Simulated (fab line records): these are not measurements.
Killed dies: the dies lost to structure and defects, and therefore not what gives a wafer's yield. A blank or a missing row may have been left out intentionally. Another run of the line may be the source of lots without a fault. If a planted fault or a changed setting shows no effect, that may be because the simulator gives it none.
Which tool did it? :: flow nand-harc :: 42 wafers from 14 lots sampled at 4 of the route's 1159 steps

## WHAT EACH GAUGE READ, for each wafer
The record lacks any reading of a measuring or inspecting step that a usual standard deviation could be used to judge.

## WHAT TOOL EACH LOT RAN ON (gives the tool, then ch and the chambers of the sampled wafers, and finally the start)
lot: L194
NHARC_A_CONTACT_ETCH_96: rie-diel-05 ch 0,3, day 17 07:31 or earlier
NHARC_A_CONTACT_ETCH_77: rie-diel-07 ch 1,2,3, day 17 07:31
NHARC_A_CONTACT_ETCH_125: har-cap-etch-01 ch 0,1, day 17 08:24
NHARC_A_CONTACT_ETCH_132: har-cap-etch-01 ch 0,1, day 17 09:40

lot: L193
NHARC_A_CONTACT_ETCH_96: rie-diel-13 ch 0,2, day 17 22:01
NHARC_A_CONTACT_ETCH_77: rie-diel-05 ch 0,1,2, day 18 06:37
NHARC_A_CONTACT_ETCH_125: har-cap-etch-02 ch 0,1, day 18 07:26
NHARC_A_CONTACT_ETCH_132: har-cap-etch-02 ch 0,1, day 18 08:26

lot: L199
NHARC_A_CONTACT_ETCH_96: rie-diel-13 ch 1,2,3, day 19 17:12 or earlier
NHARC_A_CONTACT_ETCH_77: rie-diel-05 ch 0,3, day 19 17:12
NHARC_A_CONTACT_ETCH_125: har-cap-etch-03 ch 0,1, day 19 18:06
NHARC_A_CONTACT_ETCH_132: har-cap-etch-03 ch 0,1, day 19 19:25

lot: L201
NHARC_A_CONTACT_ETCH_96: rie-diel-05 ch 0,3, day 19 20:35 or earlier
NHARC_A_CONTACT_ETCH_77: rie-diel-05 ch 0,1,2, day 19 20:35
NHARC_A_CONTACT_ETCH_125: har-cap-etch-02 ch 0,1, day 19 21:27
NHARC_A_CONTACT_ETCH_132: har-cap-etch-02 ch 0,1, day 19 22:27

lot: L203
NHARC_A_CONTACT_ETCH_96: rie-diel-07 ch 2,3, day 20 02:31 or earlier
NHARC_A_CONTACT_ETCH_77: rie-diel-05 ch 1,2, day 20 02:31
NHARC_A_CONTACT_ETCH_125: har-cap-etch-01 ch 0,1, day 20 03:29
NHARC_A_CONTACT_ETCH_132: har-cap-etch-01 ch 0,1, day 20 04:28

lot: L204
NHARC_A_CONTACT_ETCH_96: rie-diel-05 ch 0,1,2, day 20 08:18 or earlier
NHARC_A_CONTACT_ETCH_77: rie-diel-05 ch 0,1,2, day 20 08:18
NHARC_A_CONTACT_ETCH_125: har-cap-etch-03 ch 0,1, day 20 09:06
NHARC_A_CONTACT_ETCH_132: har-cap-etch-03 ch 0,1, day 20 10:05

lot: L205
NHARC_A_CONTACT_ETCH_96: rie-diel-05 ch 1,2,3, day 20 06:45
NHARC_A_CONTACT_ETCH_77: rie-diel-05 ch 1,2, day 20 11:02
NHARC_A_CONTACT_ETCH_125: har-cap-etch-03 ch 0,1, day 20 11:50
NHARC_A_CONTACT_ETCH_132: har-cap-etch-03 ch 0,1, day 20 12:50

lot: L207
NHARC_A_CONTACT_ETCH_96: rie-diel-05 ch 2,3, day 20 07:20
NHARC_A_CONTACT_ETCH_77: rie-diel-05 ch 1,2, day 20 13:10
NHARC_A_CONTACT_ETCH_125: har-cap-etch-02 ch 0,1, day 20 13:58
NHARC_A_CONTACT_ETCH_132: har-cap-etch-02 ch 0,1, day 20 14:58

lot: L208
NHARC_A_CONTACT_ETCH_96: rie-diel-07 ch 1,2, day 20 15:58 or earlier
NHARC_A_CONTACT_ETCH_77: rie-diel-13 ch 1,3, day 20 15:58
NHARC_A_CONTACT_ETCH_125: har-cap-etch-03 ch 0,1, day 20 16:48
NHARC_A_CONTACT_ETCH_132: har-cap-etch-03 ch 0,1, day 20 17:48

lot: L206
NHARC_A_CONTACT_ETCH_96: rie-diel-05 ch 0,1,3, day 20 17:32 or earlier
NHARC_A_CONTACT_ETCH_77: rie-diel-07 ch 0,1,2, day 20 17:32
NHARC_A_CONTACT_ETCH_125: har-cap-etch-02 ch 0,1, day 20 18:23
NHARC_A_CONTACT_ETCH_132: har-cap-etch-02 ch 0,1, day 20 19:22

lot: L210
NHARC_A_CONTACT_ETCH_96: rie-diel-05 ch 0,3, day 21 16:02 or earlier
NHARC_A_CONTACT_ETCH_77: rie-diel-05 ch 0,2,3, day 21 16:02
NHARC_A_CONTACT_ETCH_125: har-cap-etch-02 ch 1, day 21 16:51
NHARC_A_CONTACT_ETCH_132: har-cap-etch-02 ch 1, day 21 17:50

lot: L211
NHARC_A_CONTACT_ETCH_96: rie-diel-07 ch 1,2,3, day 21 21:11 or earlier
NHARC_A_CONTACT_ETCH_77: rie-diel-13 ch 0,1,3, day 21 21:11
NHARC_A_CONTACT_ETCH_125: har-cap-etch-01 ch 0,1, day 21 22:05
NHARC_A_CONTACT_ETCH_132: har-cap-etch-01 ch 0,1, day 21 23:22

lot: L209
NHARC_A_CONTACT_ETCH_96: rie-diel-13 ch 0,1, day 22 02:25 or earlier
NHARC_A_CONTACT_ETCH_77: rie-diel-05 ch 1,2,3, day 22 02:25
NHARC_A_CONTACT_ETCH_125: har-cap-etch-01 ch 0,1, day 22 03:15
NHARC_A_CONTACT_ETCH_132: har-cap-etch-01 ch 0,1, day 22 04:14

lot: L212
NHARC_A_CONTACT_ETCH_96: rie-diel-07 ch 1,2, day 22 05:52 or earlier
NHARC_A_CONTACT_ETCH_77: rie-diel-13 ch 0,2, day 22 05:52
NHARC_A_CONTACT_ETCH_125: har-cap-etch-03 ch 0,1, day 22 06:47
NHARC_A_CONTACT_ETCH_132: har-cap-etch-03 ch 0,1, day 22 07:46
- NHARC_A_CONTACT_ETCH_96: etches the open film in C4F6/O2, target depth 20 nm, time 10 s.
- NHARC_A_CONTACT_ETCH_77: etches the open film in CF4/CHF3, target depth 72.6 nm, time 36.3 s.
- NHARC_A_CONTACT_ETCH_125: etches the open film in C4F8/O2/Ar, time 155 s, target depth 956 nm.
- NHARC_A_CONTACT_ETCH_132: etches the open film in C4F8/O2/Ar, time 156 s, target depth 958 nm.

## WHAT THE TOOLS THEMSELVES READ (means of the sampled wafers that have a number; where no wafer has one, the mark that the record gives instead)
NHARC_A_CONTACT_ETCH_96. Usual: value, then standard deviation, for each; bias-w 500.0 W / 1.5; c4f6-flow-sccm 25.00 sccm / 0.08; drypump-motor-current-A 5.8 A / 0.4; oes-product-au 0.965 a.u. / 0.024; rf-vpp-V 547.3 V / 2.6; showerhead-plenum-p-Torr 3.95 Torr / 0.12; throttle-valve-pct 26.903 % / 0.0084.
lot: L194
tool: rie-diel-05
bias-w (W): 500.5
c4f6-flow-sccm (sccm): 25.04
drypump-motor-current-A (A): 5.4
oes-product-au (a.u.): 0.942
rf-vpp-V (V): 548.1
showerhead-plenum-p-Torr (Torr): 3.96
throttle-valve-pct (%): 26.901
flag: 

lot: L193
tool: rie-diel-13
bias-w (W): 500.0
c4f6-flow-sccm (sccm): 24.94
drypump-motor-current-A (A): 5.9
oes-product-au (a.u.): 0.987
rf-vpp-V (V): 550.7
showerhead-plenum-p-Torr (Torr): 4.11
throttle-valve-pct (%): 26.904
flag: 

lot: L199
tool: rie-diel-13
bias-w (W): 500.8
c4f6-flow-sccm (sccm): 24.98
drypump-motor-current-A (A): 5.7
oes-product-au (a.u.): 0.940
rf-vpp-V (V): 550.7
showerhead-plenum-p-Torr (Torr): 4.08
throttle-valve-pct (%): 26.897
flag: 

lot: L201
tool: rie-diel-05
bias-w (W): 499.6
c4f6-flow-sccm (sccm): 24.93
drypump-motor-current-A (A): 5.4
oes-product-au (a.u.): 0.991
rf-vpp-V (V): 546.2
showerhead-plenum-p-Torr (Torr): 3.92
throttle-valve-pct (%): 26.900
flag: 

lot: L203
tool: rie-diel-07
bias-w (W): 500.3
c4f6-flow-sccm (sccm): 25.02
drypump-motor-current-A (A): 5.8
oes-product-au (a.u.): 0.966
rf-vpp-V (V): 548.2
showerhead-plenum-p-Torr (Torr): 3.94
throttle-valve-pct (%): 26.897
flag: 

lot: L204
tool: rie-diel-05
bias-w (W): 501.2
c4f6-flow-sccm (sccm): 25.00
drypump-motor-current-A (A): 5.7
oes-product-au (a.u.): 0.943
rf-vpp-V (V): 546.4
showerhead-plenum-p-Torr (Torr): 3.90
throttle-valve-pct (%): 26.907
flag: 

lot: L205
tool: rie-diel-05
bias-w (W): 500.3
c4f6-flow-sccm (sccm): 24.96
drypump-motor-current-A (A): 5.7
oes-product-au (a.u.): 0.957
rf-vpp-V (V): 545.1
showerhead-plenum-p-Torr (Torr): 3.87
throttle-valve-pct (%): 26.909
flag: 

lot: L207
tool: rie-diel-05
bias-w (W): 499.7
c4f6-flow-sccm (sccm): 24.99
drypump-motor-current-A (A): 5.8
oes-product-au (a.u.): 0.975
rf-vpp-V (V): 544.8
showerhead-plenum-p-Torr (Torr): 3.83
throttle-valve-pct (%): 26.909
flag: 

lot: L208
tool: rie-diel-07
bias-w (W): 499.8
c4f6-flow-sccm (sccm): 25.08
drypump-motor-current-A (A): 6.0
oes-product-au (a.u.): 1.006
rf-vpp-V (V): 546.2
showerhead-plenum-p-Torr (Torr): 3.90
throttle-valve-pct (%): 26.893
flag: 

lot: L206
tool: rie-diel-05
bias-w (W): 499.0
c4f6-flow-sccm (sccm): 25.07
drypump-motor-current-A (A): 5.3
oes-product-au (a.u.): 0.965
rf-vpp-V (V): 547.2
showerhead-plenum-p-Torr (Torr): 3.95
throttle-valve-pct (%): 26.899
flag: 

lot: L210
tool: rie-diel-05
bias-w (W): 500.7
c4f6-flow-sccm (sccm): 25.06
drypump-motor-current-A (A): 5.4
oes-product-au (a.u.): 0.944
rf-vpp-V (V): 547.7
showerhead-plenum-p-Torr (Torr): 3.95
throttle-valve-pct (%): 26.898
flag: 

lot: L211
tool: rie-diel-07
bias-w (W): 499.1
c4f6-flow-sccm (sccm): 24.93
drypump-motor-current-A (A): 5.9
oes-product-au (a.u.): 0.972
rf-vpp-V (V): 546.8
showerhead-plenum-p-Torr (Torr): 3.91
throttle-valve-pct (%): 26.902
flag: 

lot: L209
tool: rie-diel-13
bias-w (W): 501.5
c4f6-flow-sccm (sccm): 25.08
drypump-motor-current-A (A): 5.6
oes-product-au (a.u.): 0.926
rf-vpp-V (V): 549.8
showerhead-plenum-p-Torr (Torr): 4.09
throttle-valve-pct (%): 26.910
flag: 

lot: L212
tool: rie-diel-07
bias-w (W): 499.0
c4f6-flow-sccm (sccm): 24.99
drypump-motor-current-A (A): 6.0
oes-product-au (a.u.): 0.960
rf-vpp-V (V): 546.3
showerhead-plenum-p-Torr (Torr): 3.89
throttle-valve-pct (%): 26.906
flag: 

NHARC_A_CONTACT_ETCH_77. Usual: value, then standard deviation, for each; bias-w 200.0 W / 0.56; cf4-flow-sccm 100.0 sccm / 0.32; drypump-motor-current-A 5.7 A / 0.43; oes-product-au 0.940 a.u. / 0.021; rf-vpp-V 370.8 V / 1.8; showerhead-plenum-p-Torr 1.58 Torr / 0.048; throttle-valve-pct 16.802 % / 0.0088.
lot: L194
tool: rie-diel-07
bias-w (W): 199.9
cf4-flow-sccm (sccm): 100.2
drypump-motor-current-A (A): 5.9
oes-product-au (a.u.): 0.932
rf-vpp-V (V): 370.8
showerhead-plenum-p-Torr (Torr): 1.58
throttle-valve-pct (%): 16.806
flag: 

lot: L193
tool: rie-diel-05
bias-w (W): 200.5
cf4-flow-sccm (sccm): 100.1
drypump-motor-current-A (A): 5.7
oes-product-au (a.u.): 0.928
rf-vpp-V (V): 370.5
showerhead-plenum-p-Torr (Torr): 1.57
throttle-valve-pct (%): 16.804
flag: 

lot: L199
tool: rie-diel-05
bias-w (W): -
cf4-flow-sccm (sccm): -
drypump-motor-current-A (A): -
oes-product-au (a.u.): -
rf-vpp-V (V): -
showerhead-plenum-p-Torr (Torr): -
throttle-valve-pct (%): -
flag: OFF

lot: L201
tool: rie-diel-05
bias-w (W): -
cf4-flow-sccm (sccm): -
drypump-motor-current-A (A): -
oes-product-au (a.u.): -
rf-vpp-V (V): -
showerhead-plenum-p-Torr (Torr): -
throttle-valve-pct (%): -
flag: OFF

lot: L203
tool: rie-diel-05
bias-w (W): 200.5
cf4-flow-sccm (sccm): 99.8
drypump-motor-current-A (A): 6.0
oes-product-au (a.u.): 0.980
rf-vpp-V (V): 368.5
showerhead-plenum-p-Torr (Torr): 1.53
throttle-valve-pct (%): 16.799
flag: 

lot: L204
tool: rie-diel-05
bias-w (W): 199.8
cf4-flow-sccm (sccm): 100.4
drypump-motor-current-A (A): 5.7
oes-product-au (a.u.): 0.922
rf-vpp-V (V): 370.8
showerhead-plenum-p-Torr (Torr): 1.56
throttle-valve-pct (%): 16.809
flag: 

lot: L205
tool: rie-diel-05
bias-w (W): 200.2
cf4-flow-sccm (sccm): 99.9
drypump-motor-current-A (A): 6.0
oes-product-au (a.u.): 0.933
rf-vpp-V (V): 369.7
showerhead-plenum-p-Torr (Torr): 1.53
throttle-valve-pct (%): 16.813
flag: 

lot: L207
tool: rie-diel-05
bias-w (W): 199.8
cf4-flow-sccm (sccm): 100.3
drypump-motor-current-A (A): 5.6
oes-product-au (a.u.): 0.927
rf-vpp-V (V): 371.0
showerhead-plenum-p-Torr (Torr): 1.56
throttle-valve-pct (%): 16.813
flag: 

lot: L208
tool: rie-diel-13
bias-w (W): 199.5
cf4-flow-sccm (sccm): 99.9
drypump-motor-current-A (A): 5.6
oes-product-au (a.u.): 0.927
rf-vpp-V (V): 372.7
showerhead-plenum-p-Torr (Torr): 1.64
throttle-valve-pct (%): 16.802
flag: 

lot: L206
tool: rie-diel-07
bias-w (W): 200.5
cf4-flow-sccm (sccm): 100.0
drypump-motor-current-A (A): 6.1
oes-product-au (a.u.): 0.951
rf-vpp-V (V): 369.4
showerhead-plenum-p-Torr (Torr): 1.55
throttle-valve-pct (%): 16.805
flag: 

lot: L210
tool: rie-diel-05
bias-w (W): 200.1
cf4-flow-sccm (sccm): 100.0
drypump-motor-current-A (A): 5.7
oes-product-au (a.u.): 0.967
rf-vpp-V (V): 369.8
showerhead-plenum-p-Torr (Torr): 1.55
throttle-valve-pct (%): 16.798
flag: 

lot: L211
tool: rie-diel-13
bias-w (W): 200.0
cf4-flow-sccm (sccm): 99.8
drypump-motor-current-A (A): 5.6
oes-product-au (a.u.): 0.924
rf-vpp-V (V): 372.6
showerhead-plenum-p-Torr (Torr): 1.64
throttle-valve-pct (%): 16.798
flag: 

lot: L209
tool: rie-diel-05
bias-w (W): 199.6
cf4-flow-sccm (sccm): 99.9
drypump-motor-current-A (A): 5.7
oes-product-au (a.u.): 0.951
rf-vpp-V (V): 369.2
showerhead-plenum-p-Torr (Torr): 1.55
throttle-valve-pct (%): 16.798
flag: 

lot: L212
tool: rie-diel-13
bias-w (W): 200.2
cf4-flow-sccm (sccm): 100.6
drypump-motor-current-A (A): 5.9
oes-product-au (a.u.): 0.960
rf-vpp-V (V): 373.3
showerhead-plenum-p-Torr (Torr): 1.64
throttle-valve-pct (%): 16.804
flag: 

NHARC_A_CONTACT_ETCH_125. Usual: chamber-pressure-mTorr 20.001 mTorr, standard deviation 0.017; oes-air-line-au 1.001 a.u., standard deviation 0.02.
lot: L194
tool: har-cap-etch-01
chamber-pressure-mTorr (mTorr): 19.999
oes-air-line-au (a.u.): 1.003
flag: 

lot: L193
tool: har-cap-etch-02
chamber-pressure-mTorr (mTorr): 20.015
oes-air-line-au (a.u.): 0.989
flag: 

lot: L199
tool: har-cap-etch-03
chamber-pressure-mTorr (mTorr): 20.013
oes-air-line-au (a.u.): 0.980
flag: 

lot: L201
tool: har-cap-etch-02
chamber-pressure-mTorr (mTorr): 19.984
oes-air-line-au (a.u.): 0.994
flag: 

lot: L203
tool: har-cap-etch-01
chamber-pressure-mTorr (mTorr): 20.003
oes-air-line-au (a.u.): 0.981
flag: 

lot: L204
tool: har-cap-etch-03
chamber-pressure-mTorr (mTorr): 19.992
oes-air-line-au (a.u.): 1.003
flag: 

lot: L205
tool: har-cap-etch-03
chamber-pressure-mTorr (mTorr): 20.006
oes-air-line-au (a.u.): 0.997
flag: 

lot: L207
tool: har-cap-etch-02
chamber-pressure-mTorr (mTorr): 20.013
oes-air-line-au (a.u.): 0.999
flag: 

lot: L208
tool: har-cap-etch-03
chamber-pressure-mTorr (mTorr): 19.995
oes-air-line-au (a.u.): 0.995
flag: 

lot: L206
tool: har-cap-etch-02
chamber-pressure-mTorr (mTorr): 19.989
oes-air-line-au (a.u.): 1.001
flag: 

lot: L210
tool: har-cap-etch-02
chamber-pressure-mTorr (mTorr): 20.005
oes-air-line-au (a.u.): 1.034
flag: 

lot: L211
tool: har-cap-etch-01
chamber-pressure-mTorr (mTorr): 19.998
oes-air-line-au (a.u.): 0.995
flag: 

lot: L209
tool: har-cap-etch-01
chamber-pressure-mTorr (mTorr): 20.000
oes-air-line-au (a.u.): 0.983
flag: 

lot: L212
tool: har-cap-etch-03
chamber-pressure-mTorr (mTorr): 20.006
oes-air-line-au (a.u.): 0.986
flag: 

NHARC_A_CONTACT_ETCH_132. Usual: chamber-pressure-mTorr 19.999 mTorr, standard deviation 0.019; oes-air-line-au 1.006 a.u., standard deviation 0.022.
lot: L194
tool: har-cap-etch-01
chamber-pressure-mTorr (mTorr): 19.999
oes-air-line-au (a.u.): 1.014
flag: 

lot: L193
tool: har-cap-etch-02
chamber-pressure-mTorr (mTorr): 19.992
oes-air-line-au (a.u.): 1.010
flag: 

lot: L199
tool: har-cap-etch-03
chamber-pressure-mTorr (mTorr): 19.985
oes-air-line-au (a.u.): 0.985
flag: 

lot: L201
tool: har-cap-etch-02
chamber-pressure-mTorr (mTorr): 19.998
oes-air-line-au (a.u.): 1.007
flag: 

lot: L203
tool: har-cap-etch-01
chamber-pressure-mTorr (mTorr): 19.991
oes-air-line-au (a.u.): 0.987
flag: 

lot: L204
tool: har-cap-etch-03
chamber-pressure-mTorr (mTorr): 20.022
oes-air-line-au (a.u.): 0.979
flag: 

lot: L205
tool: har-cap-etch-03
chamber-pressure-mTorr (mTorr): 19.995
oes-air-line-au (a.u.): 0.990
flag: 

lot: L207
tool: har-cap-etch-02
chamber-pressure-mTorr (mTorr): 19.997
oes-air-line-au (a.u.): 0.992
flag: 

lot: L208
tool: har-cap-etch-03
chamber-pressure-mTorr (mTorr): 20.020
oes-air-line-au (a.u.): 1.020
flag: 

lot: L206
tool: har-cap-etch-02
chamber-pressure-mTorr (mTorr): 19.992
oes-air-line-au (a.u.): 1.009
flag: 

lot: L210
tool: har-cap-etch-02
chamber-pressure-mTorr (mTorr): 19.987
oes-air-line-au (a.u.): 0.986
flag: 

lot: L211
tool: har-cap-etch-01
chamber-pressure-mTorr (mTorr): 19.998
oes-air-line-au (a.u.): 1.020
flag: 

lot: L209
tool: har-cap-etch-01
chamber-pressure-mTorr (mTorr): 20.016
oes-air-line-au (a.u.): 1.008
flag: 

lot: L212
tool: har-cap-etch-03
chamber-pressure-mTorr (mTorr): 19.997
oes-air-line-au (a.u.): 1.018
flag: 

## THE ANSWER, worked out from the rows above alone
Rule: a lot counts as off when the mean over its wafers that have a number is more than 3 standard deviations away from the usual mean. Also off: a lot with no number at a reading for which 4 or more lots have one. The other lots that the step has rows for count as sound. Order of review: gauges by route order, followed by the tools' own readings, for which a lot's mean as printed above is used. The first step at which some lot is off is used, and at that step the reading that is off furthest; a lot without a number counts as furthest.
Off at NHARC_A_CONTACT_ETCH_77 (bias-w): L199, L201. Without a number there: L199, L201.
A tool fits if, at that step or a process step before it, it ran every lot that is off, and no sound lot after the first of them. NHARC_A_CONTACT_ETCH_96 gives no start for some lots, so the hours and the order of its lots are those of NHARC_A_CONTACT_ETCH_77. No candidate that was tried fits.

## WHAT THE SIMULATOR HAD PUT IN
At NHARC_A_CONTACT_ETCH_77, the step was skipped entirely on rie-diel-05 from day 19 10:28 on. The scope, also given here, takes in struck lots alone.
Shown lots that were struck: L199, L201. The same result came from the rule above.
